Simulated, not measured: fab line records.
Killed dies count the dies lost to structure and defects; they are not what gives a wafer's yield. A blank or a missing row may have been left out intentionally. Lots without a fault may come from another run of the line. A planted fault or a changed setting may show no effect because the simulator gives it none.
A lot that was struck, set against a sound lot :: flow nand_harc :: 13 steps out of a route of 1302
Sound: these wafers, L879.3, L879.4, L879.6. Wafers L882.2, L882.4, L882.6 were the ones struck. The cause comes at the end.
Per side, at each step with rows, come the tool, then ch with its chambers, and then its first start. Under that, the readings that differ: sound wafers :: struck wafers :: difference of the means :: sigmas: that difference in standard deviations of wafers without a fault.
alike: words and numbers the same on both sides, and readings whose means are apart by under 2 such deviations; not compared: readings that were withheld, readings missing a value for some wafer, numbers with overlapping values and no deviation given by the record, and bounds like >300 which may hide the same value.
Wherever a step has rows on one side only, a row that says differs or no value, or a row with sigmas, the two part there. Numbers that have no deviation but don't overlap get no sigmas and don't part them. A reading that every wafer of one side lacks parts them only if that side has two wafers or more.

NHARC_A_CONTACT_DEP_24: deposits SiO2, target thk 500 nm.
  sound on pecvd-02 ch 0,2, day 24 05:35; struck on pecvd-01 ch 0,1,2, day 25 09:42
  alike: heater_power_w, throttle_valve_pct
NHARC_A_CONTACT_DEP_28: deposits aC, target thk 7000 nm.
  sound on acl_dep-02 ch 0, day 24 08:19; struck on acl_dep-01 ch 0, day 25 14:17
  alike: throttle_valve_pct
NHARC_A_CONTACT_DEP_29: deposits SiON, target thk 100 nm.
  sound on pecvd-01 ch 0,1, day 24 11:14; struck on pecvd-03 ch 0,1,2, day 25 17:49
  alike: heater_power_w
then, 8 steps without rows for these wafers: NHARC_A_CONTACT_DEHYDRATE_32 (time 120 s); NHARC_A_CONTACT_HMDS_33 (time 30 s); NHARC_A_CONTACT_COAT_34 (time 75 s); NHARC_A_CONTACT_COAT_35 (time 65 s); NHARC_A_CONTACT_COAT_36 (resist thk 90 nm); NHARC_A_CONTACT_SOFTBAKE_37 (time 55 s); NHARC_A_CONTACT_EBR_38; NHARC_A_CONTACT_EXPOSE_39 (exposes mask A CC 3).
NHARC_A_CONTACT_PEB_40: peb time 65 s.
  struck on litho_track-06, day 25 18:20; sound on litho_track-04 ch 0, day 24 11:51
  no value came back on the struck wafers for chill_plate_temp_C (C), exhaust_pa (Pa); on the sound wafers chill_plate_temp_C (C) reads 22.89 22.71 22.76
then, 1 step without rows for these wafers: NHARC_A_CONTACT_DEVELOP_41 (develop time 35 s).

== WHERE THEY PART ==
Only at NHARC_A_CONTACT_PEB_40, as far as this record shows.

WHY: whatever the simulator had introduced
Whole step skipped at NHARC_A_CONTACT_PEB_40 on litho_track-06, starting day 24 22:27. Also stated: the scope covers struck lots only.
